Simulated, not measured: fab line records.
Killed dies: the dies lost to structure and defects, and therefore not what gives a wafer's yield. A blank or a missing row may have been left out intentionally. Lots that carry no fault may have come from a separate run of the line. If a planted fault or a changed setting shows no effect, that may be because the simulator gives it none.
Split-lot experiment | flow n5 finfet | 7 lots, 21 wafers read, on a route of 1938 steps

== ABOUT THE SPLIT ==
At N5_HKMG_FIN_ETCH_54 (etches SiARC in CF4, target depth 45.5 nm, time 75.8 s), the setting source w was moved away from the recipe's 545 W on 3 of the 21 wafers read, by -8.7% to +12.8%. The other wafers ran this setting at the recipe's value.

The split's own step is where the reading is taken.

== THE READING ==
rf vpp V, in V, at N5_HKMG_FIN_ETCH_54 (etches SiARC in CF4, target depth 45.5 nm, time 75.8 s). Typical for fault-free wafers on this fab line: 184.1 V, with standard deviation 1.3 V.

wafer  | tool, chamber at the split | source w as run, W | against the recipe | rf vpp V, V | against lot-mates on the recipe
L075.2 | rie diel-04, 2             | 545                | recipe             | 184.3       | -
L075.3 | rie diel-04, 3             | 545                | recipe             | 185.2       | -
L075.5 | rie diel-04, 2             | 545                | recipe             | 184.7       | -
L077.1 | rie diel-05, 1             | 545                | recipe             | 184.8       | -
L077.2 | rie diel-05, 3             | 545                | recipe             | 183.5       | -
L077.3 | rie diel-05, 0             | 545                | recipe             | 185.1       | -
L081.3 | rie diel-05, 1             | 545                | recipe             | 184.3       | -
L081.5 | rie diel-05, 1             | 614.9              | +12.8%             | 177.4       | -6.5
L081.6 | rie diel-05, 3             | 545                | recipe             | 183.5       | -
L085.1 | rie diel-05, 3             | 545                | recipe             | 185.4       | -
L085.3 | rie diel-05, 1             | 545                | recipe             | 185.6       | -
L085.4 | rie diel-05, 1             | 497.4              | -8.7%              | 190.8       | +5.3
L090.2 | rie diel-06, 3             | 545                | recipe             | 182.5       | -
L090.4 | rie diel-06, 0             | 545                | recipe             | 186.1       | -
L090.6 | rie diel-06, 3             | 545                | recipe             | 183.9       | -
L092.1 | rie diel-06, 3             | 545                | recipe             | 181.8       | -
L092.4 | rie diel-06, 0             | 545                | recipe             | 184.1       | -
L092.6 | rie diel-06, 2             | 545                | recipe             | 183.2       | -
L097.1 | rie diel-06, 2             | 545                | recipe             | 182.9       | -
L097.2 | rie diel-06, 3             | 545                | recipe             | 181.2       | -
L097.3 | rie diel-06, 1             | 608.7              | +11.7%             | 178.5       | -3.6

THE FIT
A straight line over all 21 wafers: rf vpp V changes by -0.559 V for each +1% of source w; r = -0.88; the points scatter about the line by 1.4 V.
The same after taking each lot's own level away (the mean of its wafers on the recipe; 21 wafers): -0.458 V for each +1%; r = -0.90; scatter 0.97 V.
The reading moves by 5.9 V for the largest change in source w, on that fit.
The span of the lots' own levels, 182.05 to 185.50 V, comes to 2.7 times the standard deviation stated above.
So the slope is not independent of the lot-to-lot level: the two fits are not the same.
Check: for one of the wafers moved furthest among these (+12.8%), held out of the fit, the line's prediction against its lot-mates is -5.17 V. It came out at -6.5 V against them.
Tool readings at the split's step, against how far the setting was moved: etch rf on time s r = -0.95; rf vpp V r = -0.88.

== ADDITIONAL SPLITS CARRIED BY THESE WAFERS ==
Before the reading, these wafers also passed through other splits. Each is held against what the fit with the lots' levels taken away leaves over:
other split on the same wafers     | wafers away from the commonest value | r with rf vpp V (lot level and that fit taken away)
N5_DUMMY_GATE_EXPOSE_12 dose mj    | 9                                    | +0.42
N5_SD_EPI_N_ETCH_45 target depth a | 8                                    | -0.19
N5_SD_EPI_N_EPI_21 time s          | 3                                    | -0.06
N5_SDB_STRIP_22 power w            | 7                                    | -0.16
N5_SDB_CUT_ETCH_26 bias w          | as run: not given for these wafers   | -

== THE WHOLE CHAIN: every reading that the file lists as answering this split, in the file's order ==
step                | what it does                                           | reading           | change (the file's fit)              | r (the file's)
N5_HKMG_FIN_ETCH_54 | etches SiARC in CF4, target depth 45.5 nm, time 75.8 s | etch rf on time s | withheld for each +1% of the setting | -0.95
N5_HKMG_FIN_ETCH_54 | etches SiARC in CF4, target depth 45.5 nm, time 75.8 s | rf vpp V          | -0.451 V for each +1% of the setting | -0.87

== FILE'S OWN FIT ==
rf vpp V changes by -0.451 V for each +1% of source w, r = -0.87.
